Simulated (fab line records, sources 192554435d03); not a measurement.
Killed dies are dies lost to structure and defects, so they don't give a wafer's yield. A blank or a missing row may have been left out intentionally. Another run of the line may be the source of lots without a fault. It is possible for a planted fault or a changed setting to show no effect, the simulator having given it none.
What tool caused it? || flow n5_finfet || 30 wafers from 10 lots sampled at 5 of the route's 1938 steps

WHAT EACH GAUGE READ, for each wafer
N5_BEOL_M4_RC_MEAS_101.
{"lot": "L263", "measured": "day 10 06:00", "on": "prober-02", "DIBL_N (mV/V)": "34.5 35.7 35.5", "DIBL_P (mV/V)": "34.8 36.9 37.1", "IOFF_N (nA/um)": "0.139 0.163 0.166", "IOFF_P (nA/um)": "0.180 0.217 0.213", "ION_N (uA/um)": "663 672 678", "ION_P (uA/um)": "453 459 462", "SS_N (mV/dec)": "71.0 71.0 71.6", "SS_P (mV/dec)": "72.3 73.5 73.3", "VT_N (mV)": "252 248 248", "VT_P (mV)": "-248.9 -248.0 -248.4"}
{"lot": "L266", "measured": "day 10 07:53", "on": "prober-01", "DIBL_N (mV/V)": "33.9 35.9 34.0", "DIBL_P (mV/V)": "35.1 38.1 34.8", "IOFF_N (nA/um)": "0.142 0.189 0.141", "IOFF_P (nA/um)": "0.200 0.241 0.192", "ION_N (uA/um)": "676 688 663", "ION_P (uA/um)": "467 465 462", "SS_N (mV/dec)": "71.2 72.3 70.7", "SS_P (mV/dec)": "72.2 73.4 72.0", "VT_N (mV)": "248 245 251", "VT_P (mV)": "-251.3 -246.9 -251.6"}
{"lot": "L268", "measured": "day 10 18:31", "on": "prober-02", "DIBL_N (mV/V)": "37.4 37.6 37.8", "DIBL_P (mV/V)": "37.3 37.7 37.5", "IOFF_N (nA/um)": "0.160 0.155 0.163", "IOFF_P (nA/um)": "0.195 0.200 0.206", "ION_N (uA/um)": "667 667 670", "ION_P (uA/um)": "455 455 464", "SS_N (mV/dec)": "71.1 71.7 71.4", "SS_P (mV/dec)": "73.6 73.8 73.9", "VT_N (mV)": "248 253 249", "VT_P (mV)": "-254.0 -252.8 -251.3"}
{"lot": "L269", "measured": "day 11 01:58", "on": "prober-01", "DIBL_N (mV/V)": "36.7 38.2 35.7", "DIBL_P (mV/V)": "39.1 40.0 37.9", "IOFF_N (nA/um)": "0.176 0.215 0.169", "IOFF_P (nA/um)": "0.239 0.259 0.216", "ION_N (uA/um)": "683 691 676", "ION_P (uA/um)": "470 466 460", "SS_N (mV/dec)": "72.3 71.8 71.2", "SS_P (mV/dec)": "74.5 73.4 73.3", "VT_N (mV)": "245 243 245", "VT_P (mV)": "-248.6 -246.6 -248.6"}
{"lot": "L270", "measured": "day 11 09:09", "on": "prober-01", "DIBL_N (mV/V)": "36.8 36.9 35.2", "DIBL_P (mV/V)": "37.6 37.7 36.0", "IOFF_N (nA/um)": "0.161 0.157 0.137", "IOFF_P (nA/um)": "0.204 0.212 0.183", "ION_N (uA/um)": "683 670 667", "ION_P (uA/um)": "463 457 458", "SS_N (mV/dec)": "71.3 71.6 71.2", "SS_P (mV/dec)": "72.9 73.1 73.0", "VT_N (mV)": "250 253 253", "VT_P (mV)": "-250.2 -247.6 -249.6"}
{"lot": "L276", "measured": "day 12 16:17", "on": "prober-01", "DIBL_N (mV/V)": "36.2 37.6 37.3", "DIBL_P (mV/V)": "33.8 36.6 36.0", "IOFF_N (nA/um)": "0.155 0.175 0.173", "IOFF_P (nA/um)": "0.191 0.228 0.223", "ION_N (uA/um)": "677 684 687", "ION_P (uA/um)": "456 468 465", "SS_N (mV/dec)": "71.6 71.5 71.4", "SS_P (mV/dec)": "72.4 73.7 73.1", "VT_N (mV)": "248 249 248", "VT_P (mV)": "-249.8 -247.9 -247.1"}
{"lot": "L277", "measured": "day 13 01:37", "on": "prober-01", "DIBL_N (mV/V)": "37.7 37.9 38.8", "DIBL_P (mV/V)": "38.4 38.2 40.0", "IOFF_N (nA/um)": "0.171 0.176 0.190", "IOFF_P (nA/um)": "0.213 0.225 0.240", "ION_N (uA/um)": "681 681 691", "ION_P (uA/um)": "467 465 463", "SS_N (mV/dec)": "71.7 72.3 71.6", "SS_P (mV/dec)": "73.4 73.7 73.7", "VT_N (mV)": "250 249 249", "VT_P (mV)": "-251.3 -249.6 -248.2"}
{"lot": "L278", "measured": "day 13 13:28", "on": "prober-01", "DIBL_N (mV/V)": "37.7 36.4 38.5", "DIBL_P (mV/V)": "37.1 35.4 38.0", "IOFF_N (nA/um)": "0.167 0.154 0.188", "IOFF_P (nA/um)": "0.210 0.189 0.223", "ION_N (uA/um)": "682 687 690", "ION_P (uA/um)": "461 463 471", "SS_N (mV/dec)": "71.6 71.4 71.9", "SS_P (mV/dec)": "74.3 73.1 73.9", "VT_N (mV)": "249 249 245", "VT_P (mV)": "-251.9 -252.3 -251.3"}
{"lot": "L280", "measured": "day 13 23:07", "on": "prober-02", "DIBL_N (mV/V)": "34.7 34.6 33.9", "DIBL_P (mV/V)": "36.0 35.4 34.7", "IOFF_N (nA/um)": "0.134 0.130 0.116", "IOFF_P (nA/um)": "0.192 0.187 0.168", "ION_N (uA/um)": "678 661 665", "ION_P (uA/um)": "465 459 456", "SS_N (mV/dec)": "71.1 71.7 71.0", "SS_P (mV/dec)": "72.3 72.1 72.4", "VT_N (mV)": "252 251 254", "VT_P (mV)": "-251.0 -251.1 -252.2"}
{"lot": "L283", "measured": "day 14 15:42", "on": "prober-02", "DIBL_N (mV/V)": "37.2 36.8 35.9", "DIBL_P (mV/V)": "38.6 37.0 35.9", "IOFF_N (nA/um)": "0.187 0.166 0.152", "IOFF_P (nA/um)": "0.259 0.228 0.212", "ION_N (uA/um)": "685 671 675", "ION_P (uA/um)": "477 465 467", "SS_N (mV/dec)": "72.3 72.1 71.6", "SS_P (mV/dec)": "73.5 74.1 73.8", "VT_N (mV)": "246 248 249", "VT_P (mV)": "-249.3 -249.0 -250.1"}

EACH LOT AND THE TOOL THAT RAN IT (in order: tool; ch and the chambers of the sampled wafers; start)
{"lot": "L263", "N5_MOL_CONTACT_COAG_ALD_20": "ald_metal-02 ch 1,2,3, day 5 05:07", "N5_MOL_CONTACT_COAG_SIL_ANNEAL_21": "rtp_anneal-02 ch 0, day 5 05:29", "N5_MOL_CONTACT_COAG_PRE_CLEAN_141": "pvd_sputter-03, day 5 06:07", "N5_MOL_CONTACT_COAG_ANNEAL_113": "rtp_anneal-02 ch 0, day 5 06:55"}
{"lot": "L266", "N5_MOL_CONTACT_COAG_ALD_20": "ald_metal-04 ch 0,1,3, day 6 00:05", "N5_MOL_CONTACT_COAG_SIL_ANNEAL_21": "rtp_anneal-02 ch 0, day 6 00:27", "N5_MOL_CONTACT_COAG_PRE_CLEAN_141": "pvd_sputter-01, day 6 00:41", "N5_MOL_CONTACT_COAG_ANNEAL_113": "rtp_anneal-01 ch 0, day 6 01:46"}
{"lot": "L268", "N5_MOL_CONTACT_COAG_ALD_20": "ald_metal-04 ch 0,1,3, day 6 11:35", "N5_MOL_CONTACT_COAG_SIL_ANNEAL_21": "rtp_anneal-01 ch 0, day 6 12:02", "N5_MOL_CONTACT_COAG_PRE_CLEAN_141": "pvd_sputter-03, day 6 13:26", "N5_MOL_CONTACT_COAG_ANNEAL_113": "rtp_anneal-01 ch 0, day 6 14:40"}
{"lot": "L269", "N5_MOL_CONTACT_COAG_ALD_20": "ald_metal-04 ch 0,3, day 6 18:05", "N5_MOL_CONTACT_COAG_SIL_ANNEAL_21": "rtp_anneal-01 ch 0, day 6 18:27", "N5_MOL_CONTACT_COAG_PRE_CLEAN_141": "pvd_sputter-01, day 6 19:02", "N5_MOL_CONTACT_COAG_ANNEAL_113": "rtp_anneal-01 ch 0, day 6 19:50"}
{"lot": "L270", "N5_MOL_CONTACT_COAG_ALD_20": "ald_metal-04 ch 1,3, day 6 21:27", "N5_MOL_CONTACT_COAG_SIL_ANNEAL_21": "rtp_anneal-02 ch 0, day 6 21:53", "N5_MOL_CONTACT_COAG_PRE_CLEAN_141": "pvd_sputter-03, day 6 22:20", "N5_MOL_CONTACT_COAG_ANNEAL_113": "rtp_anneal-02 ch 0, day 6 23:25"}
{"lot": "L276", "N5_MOL_CONTACT_COAG_ALD_20": "ald_metal-04 ch 1,2,3, day 8 12:04", "N5_MOL_CONTACT_COAG_SIL_ANNEAL_21": "rtp_anneal-02 ch 0, day 8 12:29", "N5_MOL_CONTACT_COAG_PRE_CLEAN_141": "pvd_sputter-01, day 8 13:47", "N5_MOL_CONTACT_COAG_ANNEAL_113": "rtp_anneal-02 ch 0, day 8 14:44"}
{"lot": "L277", "N5_MOL_CONTACT_COAG_ALD_20": "ald_metal-04 ch 1,2,3, day 8 17:15", "N5_MOL_CONTACT_COAG_SIL_ANNEAL_21": "rtp_anneal-02 ch 0, day 8 17:37", "N5_MOL_CONTACT_COAG_PRE_CLEAN_141": "pvd_sputter-03, day 8 20:09", "N5_MOL_CONTACT_COAG_ANNEAL_113": "rtp_anneal-01 ch 0, day 8 20:57"}
{"lot": "L278", "N5_MOL_CONTACT_COAG_ALD_20": "ald_metal-04 ch 0,3, day 9 02:20", "N5_MOL_CONTACT_COAG_SIL_ANNEAL_21": "rtp_anneal-02 ch 0, day 9 02:44", "N5_MOL_CONTACT_COAG_PRE_CLEAN_141": "pvd_sputter-01, day 9 05:01", "N5_MOL_CONTACT_COAG_ANNEAL_113": "rtp_anneal-02 ch 0, day 9 06:08"}
{"lot": "L280", "N5_MOL_CONTACT_COAG_ALD_20": "ald_metal-04 ch 0,2, day 9 12:01", "N5_MOL_CONTACT_COAG_SIL_ANNEAL_21": "rtp_anneal-02 ch 0, day 9 12:25", "N5_MOL_CONTACT_COAG_PRE_CLEAN_141": "pvd_sputter-02, day 9 13:23", "N5_MOL_CONTACT_COAG_ANNEAL_113": "rtp_anneal-01 ch 0, day 9 14:20"}
{"lot": "L283", "N5_MOL_CONTACT_COAG_ALD_20": "ald_metal-04 ch 1,2,3, day 10 09:17", "N5_MOL_CONTACT_COAG_SIL_ANNEAL_21": "rtp_anneal-01 ch 0, day 10 09:40", "N5_MOL_CONTACT_COAG_PRE_CLEAN_141": "pvd_sputter-01, day 10 10:05", "N5_MOL_CONTACT_COAG_ANNEAL_113": "rtp_anneal-02 ch 0, day 10 11:03"}
- N5_MOL_CONTACT_COAG_ALD_20: deposits TiN, target thk 1.5 nm, pulse time 1 s, purge time 3 s.
- N5_MOL_CONTACT_COAG_SIL_ANNEAL_21: time 60 s.
- N5_MOL_CONTACT_COAG_PRE_CLEAN_141: time 60 s.
- N5_MOL_CONTACT_COAG_ANNEAL_113: time 300 s.

WHAT THE TOOLS THEMSELVES READ (means of the sampled wafers that have a number; where no wafer has one, the mark that the record gives instead)
N5_MOL_CONTACT_COAG_ALD_20.
{"lot": "L263", "tool": "ald_metal-02", "chamber_pressure_Torr (Torr)": 3.002, "heater_power_w (W)": 929, "precursor_pulse_height_rel": 1.005}
{"lot": "L266", "tool": "ald_metal-04", "chamber_pressure_Torr (Torr)": 3.000, "heater_power_w (W)": 973, "precursor_pulse_height_rel": 1.001}
{"lot": "L268", "tool": "ald_metal-04", "chamber_pressure_Torr (Torr)": "-", "heater_power_w (W)": "-", "precursor_pulse_height_rel": "-"}
{"lot": "L269", "tool": "ald_metal-04", "chamber_pressure_Torr (Torr)": "-", "heater_power_w (W)": "-", "precursor_pulse_height_rel": "-"}
{"lot": "L270", "tool": "ald_metal-04", "chamber_pressure_Torr (Torr)": "-", "heater_power_w (W)": "-", "precursor_pulse_height_rel": "-"}
{"lot": "L276", "tool": "ald_metal-04", "chamber_pressure_Torr (Torr)": 2.999, "heater_power_w (W)": 946, "precursor_pulse_height_rel": 0.998}
{"lot": "L277", "tool": "ald_metal-04", "chamber_pressure_Torr (Torr)": 3.000, "heater_power_w (W)": 946, "precursor_pulse_height_rel": 1.010}
{"lot": "L278", "tool": "ald_metal-04", "chamber_pressure_Torr (Torr)": 3.002, "heater_power_w (W)": 966, "precursor_pulse_height_rel": 0.992}
{"lot": "L280", "tool": "ald_metal-04", "chamber_pressure_Torr (Torr)": 3.001, "heater_power_w (W)": 863, "precursor_pulse_height_rel": 1.007}
{"lot": "L283", "tool": "ald_metal-04", "chamber_pressure_Torr (Torr)": 2.999, "heater_power_w (W)": 934, "precursor_pulse_height_rel": 0.992}

N5_MOL_CONTACT_COAG_SIL_ANNEAL_21.
{"lot": "L263", "tool": "rtp_anneal-02", "lamp_power_pct (%)": 5.71, "wafer_temp_C_max": 551.4}
{"lot": "L266", "tool": "rtp_anneal-02", "lamp_power_pct (%)": 5.71, "wafer_temp_C_max": 551.1}
{"lot": "L268", "tool": "rtp_anneal-01", "lamp_power_pct (%)": 5.58, "wafer_temp_C_max": 553.7}
{"lot": "L269", "tool": "rtp_anneal-01", "lamp_power_pct (%)": 5.57, "wafer_temp_C_max": 552.9}
{"lot": "L270", "tool": "rtp_anneal-02", "lamp_power_pct (%)": 5.70, "wafer_temp_C_max": 551.2}
{"lot": "L276", "tool": "rtp_anneal-02", "lamp_power_pct (%)": 5.71, "wafer_temp_C_max": 551.3}
{"lot": "L277", "tool": "rtp_anneal-02", "lamp_power_pct (%)": 5.71, "wafer_temp_C_max": 551.1}
{"lot": "L278", "tool": "rtp_anneal-02", "lamp_power_pct (%)": 5.71, "wafer_temp_C_max": 551.4}
{"lot": "L280", "tool": "rtp_anneal-02", "lamp_power_pct (%)": 5.70, "wafer_temp_C_max": 551.2}
{"lot": "L283", "tool": "rtp_anneal-01", "lamp_power_pct (%)": 5.58, "wafer_temp_C_max": 553.4}

N5_MOL_CONTACT_COAG_PRE_CLEAN_141.
{"lot": "L263", "tool": "pvd_sputter-03", "heater_power_w (W)": 466}
{"lot": "L266", "tool": "pvd_sputter-01", "heater_power_w (W)": 435}
{"lot": "L268", "tool": "pvd_sputter-03", "heater_power_w (W)": 466}
{"lot": "L269", "tool": "pvd_sputter-01", "heater_power_w (W)": 436}
{"lot": "L270", "tool": "pvd_sputter-03", "heater_power_w (W)": 466}
{"lot": "L276", "tool": "pvd_sputter-01", "heater_power_w (W)": 445}
{"lot": "L277", "tool": "pvd_sputter-03", "heater_power_w (W)": 463}
{"lot": "L278", "tool": "pvd_sputter-01", "heater_power_w (W)": 434}
{"lot": "L280", "tool": "pvd_sputter-02", "heater_power_w (W)": 453}
{"lot": "L283", "tool": "pvd_sputter-01", "heater_power_w (W)": 459}

N5_MOL_CONTACT_COAG_ANNEAL_113.
{"lot": "L263", "tool": "rtp_anneal-02", "lamp_power_pct (%)": 2.451, "wafer_temp_C_max": 401.2}
{"lot": "L266", "tool": "rtp_anneal-01", "lamp_power_pct (%)": 2.398, "wafer_temp_C_max": 402.3}
{"lot": "L268", "tool": "rtp_anneal-01", "lamp_power_pct (%)": 2.399, "wafer_temp_C_max": 401.5}
{"lot": "L269", "tool": "rtp_anneal-01", "lamp_power_pct (%)": 2.397, "wafer_temp_C_max": 402.7}
{"lot": "L270", "tool": "rtp_anneal-02", "lamp_power_pct (%)": 2.451, "wafer_temp_C_max": 400.8}
{"lot": "L276", "tool": "rtp_anneal-02", "lamp_power_pct (%)": 2.452, "wafer_temp_C_max": 401.2}
{"lot": "L277", "tool": "rtp_anneal-01", "lamp_power_pct (%)": 2.398, "wafer_temp_C_max": 402.5}
{"lot": "L278", "tool": "rtp_anneal-02", "lamp_power_pct (%)": 2.455, "wafer_temp_C_max": 401.0}
{"lot": "L280", "tool": "rtp_anneal-01", "lamp_power_pct (%)": 2.396, "wafer_temp_C_max": 403.1}
{"lot": "L283", "tool": "rtp_anneal-02", "lamp_power_pct (%)": 2.452, "wafer_temp_C_max": 400.8}

THE ANSWER, worked out from the rows above alone
Rule: the usual values come from the lots themselves. The widest of any qualifying gaps counts: lots, ordered by their means at a reading, are off when they make up no more than a third of the lots, leave a main group of 4 or more, and stand apart from it by 3 or more times the standard deviation of that group's means. Not used: any main group whose means are identical at the precision the tables above print for the reading. A lot without any number at a reading at which 4 lots or more have one is off too. All remaining lots with rows at the step are treated as sound. Order of review: gauges by route order, followed by the tools' own readings, for which a lot's mean as printed above is used. At the first step where some lot is off, the reading lying furthest off is the one used; lots without a number count as furthest.
Off at N5_MOL_CONTACT_COAG_ALD_20 (chamber_pressure_Torr): L268, L269, L270. Without a number there: L268, L269, L270. Main group: mean 3.000 Torr, sd 0.0012.
If a tool, at that step or one of the process steps before it, ran each lot that is off and ran no sound lot following the first of them, it fits. No candidate that was tried fits.

WHAT WAS PUT IN BY THE SIMULATOR
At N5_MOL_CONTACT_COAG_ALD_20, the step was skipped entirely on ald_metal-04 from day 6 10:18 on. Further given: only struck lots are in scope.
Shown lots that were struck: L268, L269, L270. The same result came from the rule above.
